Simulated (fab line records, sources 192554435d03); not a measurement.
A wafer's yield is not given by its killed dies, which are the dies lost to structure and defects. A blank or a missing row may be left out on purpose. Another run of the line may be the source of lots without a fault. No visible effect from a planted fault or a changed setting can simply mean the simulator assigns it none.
fab line records	flow n5Finfet
record: lots: 5	wafers: 15	lastDay: 17
route steps=1938 shown SD_EPI_P@310
lots that met no fault: from a run of the same line without faults
startH: the number of hours between the record's first day and the start of the first shown wafer of the lot	waitH: hours elapsed since this lot's preceding step	" unchanged from the row above	L1.1+2: a row that stands for several wafers	- value missing, or start not given	* or withheld: withheld	< > ~ a bound
route shown NAME@n: a module of which the file shows steps, and the number in the route of the first	usual: mean/standard deviation of fault-free wafers	same: alike in all rows	chamber/n: place in a boat	sites: the reading at each site	_std_site: standard deviation across them	_edge_site: inner sites' mean taken away from outer sites' mean	radiusMm: how far each site lies from the wafer's centre	mask NAME#n: copy n	behind: the most recent tool/chamber to have shaped the wafer	hold: reason for holding the lot/hours on hold/outcome of the hold	device: the n, p or np transistor that did not switch	end of line: tests of these same wafers at the route's end	a step given without rows: its recipe and nothing more	killed: the dies lost at the first sort to structure and to defects; this is not the yield of the wafer	map: a wafer's dies, marking killed ones x, the rest . and places with no die _
set.NAME: the run value of the setting; set.NAME@STEP: its run value at that earlier step	model.NAME: the simulator's own value behind a step, which no gauge read
certain route steps with their lots: each step a table, each wafer a row
services: when a tool's chamber went out of use (startH, in hours from the record's first day, below 0 if earlier), for how many hours, and the reason
== steps ==
step: N5_SD_EPI_P_ETCHBACK_46
recipe: chemistry: CH3F/O2	mode: anisotropicEtchback	target: SiNx	targetDepthA: 175	stopOn: SiO2	overEtchFrac: 0.3	ionEnergyEv: 120	pressureMtorr: 30	sourceW: 395	biasW: 73	Ar_flow_sccm: 150	CH3F_flow_sccm: 30	O2_flow_sccm: 20
usual: drypumpMotorCurrentA: 5.7/0.33	mfcArSccm: 150.0/0.49	oes_f_703_au: 0.76/0.088	oesProductAu: 0.65/0.066	rfVppV: 296/6.2	showerheadPlenumPTorr: 2.02/0.061	throttleValvePct: 16.37/0.27
lot.wafer	tool	chamber	startH	waitH	drypumpMotorCurrentA	mfcArSccm	oes_f_703_au	oesProductAu	rfHoursCounterH	rfVppV	showerheadPlenumPTorr	throttleValvePct
L083.2	rieDiel-05	1	110.09	0.0	5.3	149.8	0.80	0.67	125	293	2.01	16.06
L083.5	"	0	"	"	5.4	150.9	1.00	0.84	-	295	2.16	16.25
L083.6	"	1	"	"	5.2	150.5	0.81	0.66	-	292	2.01	16.08
L085.3	rieDiel-04	2	122.76	0.0	6.2	149.8	0.93	0.78	9	300	1.95	15.70
L085.4	"	1	"	"	6.3	150.0	0.71	0.60	208	306	2.06	16.52
L085.5	"	1	"	"	6.3	150.0	0.71	0.60	-	308	2.06	16.52
L087.1	rieDiel-05	1	132.29	0.0	5.2	150.2	0.79	0.66	133	292	2.01	16.09
L087.2	"	3	"	"	5.6	150.2	0.67	0.60	202	294	2.00	16.54
L087.6	"	2	"	"	5.8	149.4	0.72	0.62	-	290	1.99	16.41
L091.4	rieDiel-04	2	162.36	0.0	6.2	150.2	0.89	0.76	20	300	1.95	15.72
L091.5	"	2	"	"	6.2	150.2	0.90	0.77	-	301	1.95	15.71
L091.6	"	1	"	"	6.3	149.9	0.70	0.60	-	307	2.05	16.54
L094.2	rieDiel-04	0	179.62	0.0	5.6	149.7	0.70	0.60	244	288	2.06	16.55
L094.3	"	2	"	"	6.2	150.5	0.88	0.76	24	299	1.95	15.73
L094.4	"	3	"	"	5.9	149.8	0.69	0.59	248	298	2.06	16.62
step: N5_SD_EPI_P_ETCH_47
recipe: chemistry: CH3F/O2	target: SiOCN	targetDepthA: 250	maskMaterial: SOC	ionEnergyEv: 60	biasW: 29	pressureMtorr: 30	sourceW: 410	Ar_flow_sccm: 150	CH3F_flow_sccm: 30	O2_flow_sccm: 20
usual: drypumpMotorCurrentA: 5.7/0.33	mfcArSccm: 150.0/0.45	oes_f_703_au: 0.76/0.089	oesProductAu: 0.75/0.082	rfVppV: 127.2/2.7	showerheadPlenumPTorr: 2.02/0.061	throttleValvePct: 16.35/0.28
lot.wafer	tool	chamber	startH	waitH	drypumpMotorCurrentA	mfcArSccm	oes_f_703_au	oesProductAu	rfHoursCounterH	rfVppV	showerheadPlenumPTorr	throttleValvePct
L083.2	rieDiel-05	1	110.19	0.1	5.2	150.3	0.80	0.78	125	125.2	2.01	16.04
L083.5	"	0	"	"	5.4	149.7	1.00	0.99	-	126.1	2.16	16.23
L083.6	"	1	"	"	5.2	150.2	0.80	0.78	-	125.7	2.01	16.05
L085.3	rieDiel-04	2	122.86	0.1	6.2	150.2	0.93	0.95	9	129.0	1.95	15.67
L085.4	"	1	"	"	6.3	149.0	0.71	0.71	208	132.0	2.06	16.49
L085.5	"	1	"	"	6.3	149.4	0.71	0.72	-	130.5	2.06	16.49
L087.1	rieDiel-05	1	132.39	0.1	5.2	149.4	0.80	0.76	133	124.6	2.01	16.07
L087.2	"	3	"	"	5.6	150.0	0.67	0.68	202	125.9	2.00	16.50
L087.6	"	2	"	"	5.9	149.9	0.72	0.72	-	123.8	1.99	16.37
L091.4	rieDiel-04	2	162.46	0.1	6.2	150.2	0.90	0.91	20	128.2	1.95	15.69
L091.5	"	2	"	"	6.2	150.2	0.90	0.91	-	127.0	1.95	15.68
L091.6	"	1	"	"	6.3	149.6	0.70	0.71	-	131.2	2.05	16.52
L094.2	rieDiel-04	0	179.72	0.1	5.6	150.2	0.70	0.69	244	123.4	2.06	16.52
L094.3	"	2	"	"	6.2	149.6	0.89	0.91	24	128.0	1.95	15.70
L094.4	"	3	"	"	5.9	150.3	0.68	0.69	248	127.0	2.06	16.59
step: N5_SD_EPI_P_ETCH_16
recipe: chemistry: CHF3/O2	target: SiO2	targetDepthA: 50	maskMaterial: SOC	pressureMtorr: 30	sourceW: 650	biasW: 170	Ar_flow_sccm: 200	CHF3_flow_sccm: 50	O2_flow_sccm: 5	ionEnergyEv: 200
usual: drypumpMotorCurrentA: 5.7/0.33	mfcArSccm: 200.0/0.63	oes_f_703_au: 0.76/0.088	oesProductAu: 0.75/0.083	rfVppV: 523/11	showerheadPlenumPTorr: 2.43/0.07	throttleValvePct: 18.91/0.28
lot.wafer	tool	chamber	startH	waitH	drypumpMotorCurrentA	mfcArSccm	oes_f_703_au	oesProductAu	rfHoursCounterH	rfVppV	showerheadPlenumPTorr	throttleValvePct
L083.2	rieDiel-05	1	110.29	0.1	5.2	200.7	0.81	0.77	125	514	2.42	18.62
L083.5	"	0	"	"	5.4	199.3	1.00	0.97	-	517	2.59	18.85
L083.6	"	1	"	"	5.2	199.4	0.80	0.76	-	515	2.42	18.59
L085.3	rieDiel-04	2	122.96	0.1	6.2	201.5	0.93	0.95	9	527	2.35	18.24
L085.4	"	1	"	"	6.3	200.3	0.71	0.72	208	542	2.48	19.08
L085.5	"	1	"	"	6.3	200.0	0.71	0.71	-	541	2.48	19.07
L087.1	rieDiel-05	1	132.49	0.1	5.2	199.6	0.80	0.77	133	515	2.42	18.63
L087.2	"	3	"	"	5.6	199.9	0.67	0.68	202	520	2.41	19.06
L087.6	"	2	"	"	5.9	199.7	0.71	0.72	-	513	2.40	18.95
L091.4	rieDiel-04	2	162.56	0.1	6.2	199.5	0.91	0.92	20	529	2.35	18.25
L091.5	"	2	"	"	6.2	199.2	0.90	0.92	-	528	2.35	18.25
L091.6	"	1	"	"	6.3	199.8	0.71	0.71	-	539	2.47	19.06
L094.2	rieDiel-04	0	179.82	0.1	5.6	199.7	0.69	0.70	244	509	2.49	19.11
L094.3	"	2	"	"	6.2	199.3	0.90	0.91	24	526	2.35	18.27
L094.4	"	3	"	"	5.9	200.0	0.68	0.69	248	527	2.47	19.11
step: N5_SD_EPI_P_STRIP_50
recipe: chemistry: CHF3/O2	resist: SiARC	rfFrequencyHz: 6e+07
lot.wafer	tool	chamber	startH	waitH
L083.2+5+6	rieDiel-05	1,0,1	110.33	0.0
L085.3+4+5	rieDiel-04	2,1,1	123.00	0.0
L087.1+2+6	rieDiel-05	1,3,2	132.53	0.0
L091.4+5+6	rieDiel-04	2,2,1	162.60	0.0
L094.2+3+4	rieDiel-04	0,2,3	179.86	0.0
step: N5_SD_EPI_P_SD_RECESS_17
recipe: chemistry: HBr/Cl2/O2	targetDepthA: 391	btTimeS: 3	pressureMtorr: 10	icpW: 800	biasW: 112	HBr_flow_sccm: 150	Cl2_flow_sccm: 80	O2_flow_sccm: 12
usual: drypumpMotorCurrentA: 5.7/0.55	mfcCl2Sccm: 79.99/0.26	oesProductAu: 1.008/0.014	throttleValvePct: 36.9/0.4
lot.wafer	tool	chamber	startH	waitH	drypumpMotorCurrentA	mfcCl2Sccm	oesProductAu	rfHoursCounterH	throttleValvePct
L083.2	rieSi-01	2	110.36	0.0	5.8	80.03	0.995	28	37.1
L083.5	"	1	"	"	5.7	80.05	0.988	-	36.6
L083.6	"	3	"	"	5.0	80.04	1.010	-	36.6
L085.3	rieSi-03	1	123.03	0.0	5.3	79.66	1.008	77	37.7
L085.4	"	2	"	"	5.5	80.44	0.999	106	37.7
L085.5	"	3	"	"	4.9	79.79	1.031	-	36.7
L087.1	rieSi-01	1	132.56	0.0	5.7	79.98	0.993	35	36.6
L087.2	"	0	"	"	6.2	80.21	1.006	65	37.2
L087.6	"	0	"	"	6.2	80.50	1.010	-	37.2
L091.4	rieSi-05	1	162.63	0.0	5.1	79.95	1.015	28	36.6
L091.5	"	2	"	"	6.5	80.40	0.998	-	36.6
L091.6	"	1	"	"	5.1	79.85	1.015	-	36.6
L094.2	rieSi-05	0	179.89	0.0	6.2	80.19	1.011	21	36.7
L094.3	"	1	"	"	5.1	79.84	1.019	28	36.6
L094.4	"	3	"	"	6.2	80.07	0.985	121	37.1
step: N5_SD_EPI_P_WET_ETCH_45
recipe: chemistry: dHF	dilution: withheld	timeS: 10.7	target: SiO2	targetDepthA: 20	tempC: 25	dry: ipaMarangoni	rinseTimeS: 30	rinseTempC: 23
lot.wafer	tool	chamber	startH	waitH
L083.2+5+6	wetBench-02	0,4,3	110.45	0.1
L085.3+4+5	wetBench-02	7,3,6	123.12	0.1
L087.1+2+6	wetBench-06	4,0,6	132.66	0.1
L091.4+5+6	wetBench-06	7,5,3	162.72	0.1
L094.2+3+4	wetBench-06	0,6,3	179.98	0.1
step: N5_SD_EPI_P_STRIP_40
recipe: chemistry: N2/H2	powerW: 1000	tempC: 250	h2Frac: 0.65	overashFraction: 0.3	pressureMtorr: withheld	n2FlowSccm: 1750	h2FlowSccm: 3250
usual: drypumpMotorCurrentA: 5.6/0.35	heaterPowerW: 312/13	n2FlowSccm: 1751/4.6	oesProductAu: 0.762/0.011
same: overashFraction: 0.3
lot.wafer	tool	chamber	startH	waitH	drypumpMotorCurrentA	heaterPowerW	n2FlowSccm	oesProductAu	rfHoursCounterH
L083.2	plasmaAsher-01	1	110.51	0.0	5.4	290	1757	0.757	45
L083.5	"	1	"	"	5.4	285	1754	0.752	-
L083.6	"	0	"	"	6.1	318	1747	0.760	-
L085.3	plasmaAsher-02	0	123.19	0.0	5.8	322	1749	0.773	-
L085.4	"	1	"	"	5.1	322	1754	0.759	-
L085.5	"	0	"	"	5.8	312	1751	0.766	-
L087.1	plasmaAsher-01	0	132.71	0.0	6.0	319	1756	0.753	48
L087.2	"	1	"	"	5.4	292	1748	0.752	48
L087.6	"	0	"	"	6.0	325	1753	0.757	-
L091.4	plasmaAsher-01	1	162.81	0.1	5.4	295	1751	0.769	-
L091.5	"	0	"	"	6.0	320	1738	0.766	-
L091.6	"	1	"	"	5.4	295	1753	0.750	-
L094.2	plasmaAsher-01	1	180.03	0.0	5.4	296	1758	0.767	55
L094.3	"	1	"	"	5.4	303	1763	0.764	-
L094.4	"	0	"	"	6.0	321	1754	0.791	-
step: N5_SD_EPI_P_PRECLEAN_52
recipe: chemistry: O3/DIW	timeS: 60	tempC: 22	o3Ppm: 10
usual: o3Ppm: 10.00/0.099
lot.wafer	tool	chamber	startH	waitH	o3Ppm
L083.2	wetBench-06	5	110.59	-	10.04
L083.5	"	1	"	"	10.10
L083.6	"	2	"	"	9.80
L085.3	wetBench-06	0	123.26	-	10.06
L085.4	"	5	"	"	9.86
L085.5	"	4	"	"	10.08
L087.1	wetBench-01	2	132.79	-	9.99
L087.2	"	4	"	"	9.95
L087.6	"	0	"	"	9.84
L091.4	wetBench-01	3	162.87	-	10.12
L091.5	"	2	"	"	10.05
L091.6	"	0	"	"	9.94
L094.2	wetBench-02	4	180.12	-	10.10
L094.3	"	2	"	"	9.88
L094.4	"	6	"	"	10.07
step: N5_SD_EPI_P_SRD_20
recipe: dry: ipaMarangoni	doPpb: 5	timeS: 30	tempC: 23	rinseLiquid: diw
usual: doPpb: 5.00/0.05
lot.wafer	tool	chamber	startH	waitH	doPpb
L083.2	wetBench-06	5	110.61	0.0	5.01
L083.5	"	1	"	"	5.06
L083.6	"	2	"	"	5.03
L085.3	wetBench-06	0	123.28	0.0	5.03
L085.4	"	5	"	"	5.08
L085.5	"	4	"	"	5.01
L087.1	wetBench-01	2	132.81	0.0	5.07
L087.2	"	4	"	"	5.01
L087.6	"	0	"	"	5.02
L091.4	wetBench-01	3	162.89	0.0	4.95
L091.5	"	2	"	"	4.96
L091.6	"	0	"	"	5.03
L094.2	wetBench-02	4	180.14	0.0	4.96
L094.3	"	2	"	"	4.97
L094.4	"	6	"	"	4.95
step: N5_SD_EPI_P_PRECLEAN_51
recipe: chemistry: NF3:NH3	afsCycles: 1	tempC: 30	timeS: 20	sublimationTempC: 180	sublimationTimeS: 60	pressureTorr: 3	rfPowerW: 30
usual: chamberPressureTorr: 3.000/0.0049
lot.wafer	tool	chamber	startH	waitH	chamberPressureTorr
L083.2	epiRpcvd-02	0	110.70	0.1	3.000
L083.5	"	0	"	"	2.996
L083.6	"	0	"	"	2.999
L085.3	epiRpcvd-02	0	123.39	0.1	3.006
L085.4	"	0	"	"	3.006
L085.5	"	0	"	"	3.003
L087.1	epiRpcvd-02	0	132.87	0.0	3.007
L087.2	"	0	"	"	3.005
L087.6	"	0	"	"	3.007
L091.4	epiRpcvd-04	0	163.06	0.2	2.996
L091.5	"	0	"	"	2.995
L091.6	"	0	"	"	3.003
L094.2	epiRpcvd-03	0	180.22	0.1	3.000
L094.3	"	0	"	"	3.002
L094.4	"	0	"	"	3.001
step: N5_SD_EPI_P_VAPOR_ETCH_44
recipe: chemistry: NF3/Ar	target: SiGe30	tempC: 25	timeS: 3.3	mode: isotropic
lot.wafer	tool	chamber	startH	waitH
L083.2+5+6	epiRpcvd-02	0	110.88	0.1
L085.3+4+5	epiRpcvd-02	0	123.57	0.1
L087.1+2+6	epiRpcvd-02	0	133.05	0.1
L091.4+5+6	epiRpcvd-04	0	163.30	0.2
L094.2+3+4	epiRpcvd-03	0	180.40	0.1
step: N5_SD_EPI_P_EPI_21
recipe: material: SiGe:B	dopant: B	tempC: 550	pressureTorr: 20	ambient: H2	timeS: 355
usual: chamberPressureTorr: 19.99/0.044
lot.wafer	tool	chamber	startH	waitH	chamberPressureTorr
L083.2	epiRpcvd-02	0	111.39	0.5	19.92
L083.5	"	0	112.47	1.5	20.02
L083.6	"	0	"	"	19.99
L085.3	epiRpcvd-02	0	124.41	0.8	20.01
L085.4	"	0	"	"	19.98
L085.5	"	0	"	"	20.08
L087.1	epiRpcvd-02	0	133.23	0.1	20.08
L087.2	"	0	"	"	20.06
L087.6	"	0	135.03	1.8	20.02
L091.4	epiRpcvd-04	0	164.86	1.5	19.99
L091.5	"	0	"	"	19.91
L091.6	"	0	"	"	20.02
L094.2	epiRpcvd-03	0	180.91	0.5	19.97
L094.3	"	0	"	"	20.01
L094.4	"	0	"	"	20.03
step: N5_SD_EPI_P_EPI_MEAS_23
recipe: mode: xrd
usual: thkNm: 60.9/1.4
lot.wafer	tool	chamber	startH	waitH	thkNm
L083.2	filmMetro-02	-	113.22	1.5	61.2
L083.5	"	-	"	"	60.4
L083.6	"	-	"	"	63.4
L085.3	filmMetro-02	-	125.89	1.1	63.4
L085.4	"	-	"	"	63.3
L085.5	"	-	"	"	63.1
L087.1	filmMetro-01	-	135.44	1.9	62.6
L087.2	"	-	"	"	60.3
L087.6	"	-	"	"	62.6
L091.4	filmMetro-01	-	166.34	1.0	62.3
L091.5	"	-	"	"	60.9
L091.6	"	-	"	"	60.4
L094.2	filmMetro-02	-	182.76	1.5	59.8
L094.3	"	-	"	"	59.9
L094.4	"	-	"	"	60.6
step: N5_SD_EPI_P_HM_STRIP_48
recipe: chemistry: H3PO4	tempC: 160	material: SiNx	target: SiNx	targetDepthA: 30	overetchFraction: 0.3
lot.wafer	tool	chamber	startH	waitH
L083.2+5+6	wetBench-01	1,5,6	113.26	0.0
L085.3+4+5	wetBench-06	6,5,2	125.93	0.0
L087.1+2+6	wetBench-01	5,6,4	135.47	0.0
L091.4+5+6	wetBench-06	2,7,1	166.38	0.0
L094.2+3+4	wetBench-06	5,3,0	182.80	0.0
step: N5_SD_EPI_P_SRD_49
recipe: dry: ipaMarangoni	timeS: 30	tempC: 23	rinseLiquid: diw
lot.wafer	tool	chamber	startH	waitH
L083.2+5+6	wetBench-01	1,5,6	113.31	0.0
L085.3+4+5	wetBench-06	6,5,2	125.98	0.0
L087.1+2+6	wetBench-01	5,6,4	135.52	0.0
L091.4+5+6	wetBench-06	2,7,1	166.43	0.0
L094.2+3+4	wetBench-06	5,3,0	182.85	0.0
step: N5_SD_EPI_P_PRECLEAN_24
recipe: chemistry: O3/DIW	timeS: 45	tempC: 22	o3Ppm: 10
usual: o3Ppm: 10.00/0.089
lot.wafer	tool	chamber	startH	waitH	o3Ppm
L083.2	wetBench-01	1	113.33	0.0	9.91
L083.5	"	5	"	"	9.90
L083.6	"	6	"	"	10.03
L085.3	wetBench-06	6	126.00	0.0	9.90
L085.4	"	5	"	"	10.00
L085.5	"	2	"	"	9.94
L087.1	wetBench-01	5	135.54	0.0	9.92
L087.2	"	6	"	"	10.21
L087.6	"	4	"	"	9.98
L091.4	wetBench-06	2	166.44	0.0	9.99
L091.5	"	7	"	"	9.97
L091.6	"	1	"	"	9.98
L094.2	wetBench-06	5	182.87	0.0	9.88
L094.3	"	3	"	"	9.92
L094.4	"	0	"	"	9.98
== services ==
tool	chamber	startH	hours	kind
plasmaAsher-02	-	109.26	2.8	pm
rieSi-01	2	111.18	8.4	repair
plasmaAsher-01	-	115.45	10.4	repair
rieSi-01	2	126.74	7.9	repair
rieDiel-05	1	141.67	9.0	repair
plasmaAsher-01	-	168.97	3.8	repair
epiRpcvd-02	-	169.81	2.8	pm
wetBench-01	-	174.15	1.6	repair
== key ==
fault none
